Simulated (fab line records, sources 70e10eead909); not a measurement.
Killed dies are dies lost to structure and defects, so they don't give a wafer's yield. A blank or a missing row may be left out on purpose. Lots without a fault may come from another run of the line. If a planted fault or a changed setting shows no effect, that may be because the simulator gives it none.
Which of the tools did it? | flow nand harc | 36 wafers from 12 lots sampled at 5 of the route's 1302 steps

## WHAT THE GAUGES READ, wafer by wafer
NHARC_A_CONTACT_CD_MEAS_08: target cd 200 nm. Usual: cd nm reads 199.9 nm (standard deviation 0.47).
lot  | measured     | on        | cd nm (nm)        | flag
L301 | day 22 08:09 | cd sem-02 | 200.0 199.8 199.9 |
L302 | day 23 03:24 | cd sem-02 | 198.8 200.0 199.9 |
L304 | day 23 10:32 | cd sem-01 | 200.1 199.4 200.0 |
L305 | day 23 11:26 | cd sem-02 | 199.8 200.3 200.3 |
L307 | day 24 19:07 | cd sem-02 | 199.5 199.0 199.2 |
L308 | day 25 04:35 | cd sem-02 | 200.4 200.2 200.2 |
L309 | day 25 07:42 | cd sem-02 | 200.1 199.8 200.4 |
L312 | day 27 00:25 | cd sem-01 | 200.2 200.0 199.9 |
L318 | day 28 20:43 | cd sem-03 | 199.4 199.5 199.4 |
L317 | day 28 21:52 | cd sem-01 | 200.1 200.9 200.7 |
L323 | day 31 02:27 | cd sem-03 | 199.8 200.4 199.8 |
L324 | day 31 15:44 | cd sem-03 | 200.3 199.9 200.2 |

NHARC_END_SORT_01. Usual: killed at array 55, standard deviation 20; killed at other 1.2, standard deviation 1.3; killed at periphery 4.0, standard deviation 3; killed dies 60, standard deviation 21; killed open 3.2, standard deviation 1.9; killed short 2.5, standard deviation 1.6.
lot  | measured     | on        | killed at array | killed at other | killed at periphery | killed dies | killed open | killed short | flag
L305 | day 25 16:10 | prober-01 | 95 104 114      | 0 0 0           | 3 0 1               | 98 104 115  | 2 2 1       | 1 1 3        |
L309 | day 27 06:42 | prober-01 | 72 63 75        | 5 0 0           | 8 3 6               | 85 66 81    | 6 1 5       | 3 2 6        |
L312 | day 29 04:52 | prober-02 | 66              | 4               | 5                   | 75          | 3           | 2            |

## EACH LOT AND THE TOOL THAT RAN IT (in order: tool; ch and the chambers of the sampled wafers; start)
lot  | NHARC_A_CONTACT_ETCH_134             | NHARC_A_CONTACT_ETCH_137             | NHARC_A_CONTACT_ETCH_92
L301 | har cap etch-03 ch 0,1, day 22 10:01 | har cap etch-03 ch 0,1, day 22 10:47 | rie diel-04 ch 0,1, day 22 11:45
L302 | har cap etch-01 ch 0,1, day 23 04:44 | har cap etch-01 ch 0,1, day 23 05:29 | rie diel-11 ch 1,3, day 23 06:38
L304 | har cap etch-01 ch 0,1, day 23 12:18 | har cap etch-01 ch 0,1, day 23 13:02 | rie diel-11 ch 0,2,3, day 23 14:10
L305 | har cap etch-02 ch 0,1, day 23 12:48 | har cap etch-02 ch 0,1, day 23 13:34 | rie diel-04 ch 0,1,2, day 23 14:37
L307 | har cap etch-03 ch 0,1, day 24 20:26 | har cap etch-03 ch 0,1, day 24 21:10 | rie diel-11 ch 0,1,2, day 24 22:19
L308 | har cap etch-03 ch 0,1, day 25 05:56 | har cap etch-03 ch 0,1, day 25 06:41 | rie diel-11 ch 0,1, day 25 07:44
L309 | har cap etch-01 ch 0,1, day 25 09:07 | har cap etch-01 ch 0,1, day 25 09:52 | rie diel-04 ch 0,2, day 25 10:55
L312 | har cap etch-01 ch 0, day 27 01:45   | har cap etch-01 ch 0, day 27 02:31   | rie diel-11 ch 1,2, day 27 03:34
L318 | har cap etch-02 ch 0,1, day 28 22:04 | har cap etch-02 ch 0,1, day 28 22:48 | rie diel-13 ch 0,1,2, day 28 23:52
L317 | har cap etch-03 ch 0,1, day 28 23:25 | har cap etch-03 ch 0,1, day 29 00:10 | rie diel-11 ch 1,3, day 29 01:14
L323 | har cap etch-01 ch 0,1, day 31 04:12 | har cap etch-01 ch 0,1, day 31 04:56 | rie diel-11 ch 1,3, day 31 06:05
L324 | har cap etch-01 ch 0,1, day 31 17:05 | har cap etch-01 ch 0,1, day 31 17:50 | rie diel-13 ch 1,3, day 31 18:54
- NHARC_A_CONTACT_ETCH_134: etches the open film in C4F8/O2/Ar, time 140 s, target depth 700 nm.
- NHARC_A_CONTACT_ETCH_137: etches the open film in C4F8/O2/Ar, time 311 s, target depth 1912 nm.
- NHARC_A_CONTACT_ETCH_92: etches the open film in CH3F/O2, target depth 40 nm, time 85.7 s.

## WHAT THE TOOLS THEMSELVES READ (means of the sampled wafers that have a number; where no wafer has one, the mark that the record gives instead)
NHARC_A_CONTACT_ETCH_134. Usual: run length s reads 141.2 s (standard deviation 0.53).
lot  | tool            | run length s (s) | flag
L301 | har cap etch-03 | 140.5            |
L302 | har cap etch-01 | 141.7            |
L304 | har cap etch-01 | 141.6            |
L305 | har cap etch-02 | 141.5            |
L307 | har cap etch-03 | 140.8            |
L308 | har cap etch-03 | 140.7            |
L309 | har cap etch-01 | 141.6            |
L312 | har cap etch-01 | 141.4            |
L318 | har cap etch-02 | 141.2            |
L317 | har cap etch-03 | 140.7            |
L323 | har cap etch-01 | 141.6            |
L324 | har cap etch-01 | 141.8            |

NHARC_A_CONTACT_ETCH_92. Usual: value, then standard deviation, for each; drypump motor current A 5.7 A / 0.45; o2 flow sccm 30.01 sccm / 0.1; oes product au 0.933 a.u. / 0.025; rf vpp V 244.9 V / 1.7; run length s 107.3 s / 0.44; showerhead plenum p Torr 2.50 Torr / 0.1; throttle valve pct 20.662 % / 0.0091.
lot  | tool        | drypump motor current A (A) | o2 flow sccm (sccm) | oes product au (a.u.) | rf vpp V (V) | run length s (s) | showerhead plenum p Torr (Torr) | throttle valve pct (%) | flag
L301 | rie diel-04 | 5.7                         | 29.96               | 0.919                 | 246.1        | 107.0            | 2.54                            | 20.655                 |
L302 | rie diel-11 | 5.7                         | 30.08               | 0.934                 | 243.9        | 107.5            | 2.42                            | 20.660                 |
L304 | rie diel-11 | 5.5                         | 30.01               | 0.927                 | 246.1        | 107.4            | 2.56                            | 20.650                 |
L305 | rie diel-04 | 5.6                         | 30.02               | 0.999                 | 246.1        | 107.1            | 2.58                            | 20.660                 |
L307 | rie diel-11 | 5.6                         | 30.02               | 0.917                 | 245.9        | 107.5            | 2.50                            | 20.658                 |
L308 | rie diel-11 | 5.9                         | 30.01               | 0.923                 | 245.4        | 107.4            | 2.52                            | 20.664                 |
L309 | rie diel-04 | 6.0                         | 29.95               | 0.928                 | 246.4        | 107.3            | 2.59                            | 20.664                 |
L312 | rie diel-11 | 5.4                         | 29.95               | 0.911                 | 244.8        | 107.6            | 2.47                            | 20.661                 |
L318 | rie diel-13 | 5.8                         | 30.06               | 0.932                 | 244.4        | 107.2            | 2.46                            | 20.662                 |
L317 | rie diel-11 | 5.5                         | 30.10               | 0.933                 | 244.1        | 107.4            | 2.48                            | 20.660                 |
L323 | rie diel-11 | 5.5                         | 30.12               | 0.931                 | 245.4        | 107.4            | 2.47                            | 20.670                 |
L324 | rie diel-13 | 6.2                         | 30.07               | 0.926                 | 247.0        | 107.0            | 2.64                            | 20.660                 |

## THE ANSWER, worked out from the rows above alone
Rule: a lot counts as off when the mean over its wafers that have a number is more than 3 standard deviations away from the usual mean. A lot without any number at a reading at which 4 lots or more have one is off too. All remaining lots with rows at the step are treated as sound. Order of review: gauges by route order, followed by the tools' own readings, for which a lot's mean as printed above is used. The first step at which some lot is off is used, and at that step the reading that is off furthest; a lot without a number counts as furthest.
No lot is off at any reading shown: from this, nothing can be told.

## WHAT HAD BEEN PUT IN BY THE SIMULATOR
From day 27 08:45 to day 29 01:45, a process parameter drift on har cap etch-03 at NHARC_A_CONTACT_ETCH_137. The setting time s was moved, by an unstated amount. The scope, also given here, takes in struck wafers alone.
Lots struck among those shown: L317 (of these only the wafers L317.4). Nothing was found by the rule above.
